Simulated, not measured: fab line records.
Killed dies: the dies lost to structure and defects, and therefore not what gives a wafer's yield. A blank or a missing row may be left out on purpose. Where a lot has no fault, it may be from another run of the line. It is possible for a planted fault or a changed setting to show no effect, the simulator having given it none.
Split-lot study | flow n5-finfet | route with 1938 steps; 7 lots, 39 wafers read

## THE SPLIT
At N5_BEOL_M1_HM_DEP_02 (deposits TiN, target thk 20 nm), the setting target-thk-a was moved away from the recipe's 200 angstrom on 6 of the 39 wafers read, by -37.1% to -25.9%. For the rest of the wafers, this setting stayed at what the recipe calls for.

## FROM THE SPLIT TO THE READING: what the file shows between them, 4 steps
- N5_BEOL_M1_COAT_61: time 60 s, resist thk 60 nm
- N5_BEOL_M1_COAT_62: time 60 s, resist thk 12 nm
- N5_BEOL_M1_STRIP_75: strips in N2/H2
- N5_BEOL_M1_STRIP_66: strips in CF4

## THE READING
etch.depth-nm (the simulator's own value, which no gauge read), in nm, at N5_BEOL_M1_HM_OPEN_17 (chemistry Cl2/BCl3, target TiN, target depth 20 nm, overetch 6 nm). The file gives no usual value for it. Across the 33 wafers here that went through the recipe, the average is 20.05 nm and the standard deviation 0.24 nm.

wafer  | tool, chamber at the split | target-thk-a as run, angstrom | against the recipe | etch.depth-nm, nm | against lot-mates on the recipe
L079.1 | pvd-sputter-03, -          | 200                           | recipe             | 20.05             | -
L079.2 | pvd-sputter-03, -          | 125.7                         | -37.1%             | 12.66             | -7.50
L079.3 | pvd-sputter-03, -          | 200                           | recipe             | 20.16             | -
L079.4 | pvd-sputter-03, -          | 125.7                         | -37.1%             | 12.3              | -7.86
L079.5 | pvd-sputter-03, -          | 200                           | recipe             | 20.27             | -
L079.6 | pvd-sputter-03, -          | 125.7                         | -37.1%             | 12.56             | -7.60
L082.1 | pvd-sputter-01, -          | 200                           | recipe             | 19.91             | -
L082.2 | pvd-sputter-01, -          | 200                           | recipe             | 19.72             | -
L082.3 | pvd-sputter-01, -          | 200                           | recipe             | 20.18             | -
L082.4 | pvd-sputter-01, -          | 200                           | recipe             | 20.33             | -
L082.5 | pvd-sputter-01, -          | 200                           | recipe             | 19.86             | -
L082.6 | pvd-sputter-01, -          | 200                           | recipe             | 20.12             | -
L089.1 | pvd-sputter-01, -          | 200                           | recipe             | 20.53             | -
L089.2 | pvd-sputter-01, -          | 200                           | recipe             | 20.26             | -
L089.3 | pvd-sputter-01, -          | 200                           | recipe             | 20.22             | -
L089.4 | pvd-sputter-01, -          | 200                           | recipe             | 19.88             | -
L089.5 | pvd-sputter-01, -          | 200                           | recipe             | 20.05             | -
L089.6 | pvd-sputter-01, -          | 200                           | recipe             | 20.42             | -
L090.1 | pvd-sputter-02, -          | 200                           | recipe             | 19.78             | -
L090.2 | pvd-sputter-02, -          | 148.2                         | -25.9%             | 14.57             | -5.27
L090.5 | pvd-sputter-02, -          | 148.2                         | -25.9%             | 14.57             | -5.27
L090.3 | pvd-sputter-02, -          | 200                           | recipe             | 20.05             | -
L090.4 | pvd-sputter-02, -          | 148.2                         | -25.9%             | 14.54             | -5.30
L090.6 | pvd-sputter-02, -          | 200                           | recipe             | 19.68             | -
L094.1 | pvd-sputter-02, -          | 200                           | recipe             | 20.07             | -
L094.2 | pvd-sputter-02, -          | 200                           | recipe             | 20.05             | -
L094.3 | pvd-sputter-02, -          | 200                           | recipe             | 19.72             | -
L094.4 | pvd-sputter-02, -          | 200                           | recipe             | 19.94             | -
L094.5 | pvd-sputter-02, -          | 200                           | recipe             | 20.17             | -
L094.6 | pvd-sputter-02, -          | 200                           | recipe             | 20.17             | -
L095.1 | pvd-sputter-01, -          | 200                           | recipe             | 19.97             | -
L095.2 | pvd-sputter-01, -          | 200                           | recipe             | 20.56             | -
L095.6 | pvd-sputter-01, -          | 200                           | recipe             | 19.9              | -
L097.1 | pvd-sputter-01, -          | 200                           | recipe             | 20.33             | -
L097.2 | pvd-sputter-01, -          | 200                           | recipe             | 19.89             | -
L097.3 | pvd-sputter-01, -          | 200                           | recipe             | 20.06             | -
L097.4 | pvd-sputter-01, -          | 200                           | recipe             | 19.58             | -
L097.5 | pvd-sputter-01, -          | 200                           | recipe             | 19.61             | -
L097.6 | pvd-sputter-01, -          | 200                           | recipe             | 20.01             | -

THE FIT
A straight line over all 39 wafers: etch.depth-nm changes by +0.206 nm for each +1% of target-thk-a; r = +1.00; the points scatter about the line by 0.24 nm.
The same after taking each lot's own level away (the mean of its wafers on the recipe; 39 wafers): +0.205 nm for each +1%; r = +1.00; scatter 0.2 nm.
According to that fit, moving target-thk-a by its largest amount changes the reading by 7.6 nm.
From 19.837 to 20.227 nm: that is the span of the lots' own levels, equal to 1.6 times the standard deviation above.
So the lot-to-lot level changes the slope little: the two slopes agree.
Check: for one of the wafers moved furthest among these (-37.1%), held out of the fit, the line's prediction against its lot-mates is -7.66 nm. Against them it came out at -7.5 nm.

## OTHER SPLITS ON THESE WAFERS
Other splits were also applied to these wafers ahead of the reading. Each is held against what the fit with the lots' levels taken away leaves over:
other split on the same wafers          | wafers away from the commonest value | r with etch.depth-nm (lot level and that fit taken away)
N5_BEOL_M0_SAQP_ETCH_106 target-depth-a | 9                                    | -0.09

## THE WHOLE CHAIN: every reading that the file lists as answering this split, in the file's order
step                  | what it does                                                      | reading                                                                          | change (the file's fit)               | r (the file's)
N5_BEOL_M1_HM_DEP_02  | deposits TiN, target thk 20 nm                                    | TiN_of_BEOL_M1_HM_DEP_02.thk-nm (the simulator's own value, which no gauge read) | +0.205 nm for each +1% of the setting | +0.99
N5_BEOL_M1_HM_OPEN_17 | chemistry Cl2/BCl3, target TiN, target depth 20 nm, overetch 6 nm | etch.depth-nm (the simulator's own value, which no gauge read)                   | +0.205 nm for each +1% of the setting | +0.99

## THE FILE'S OWN FIT
etch.depth-nm changes by +0.205 nm for each +1% of target-thk-a, r = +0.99.
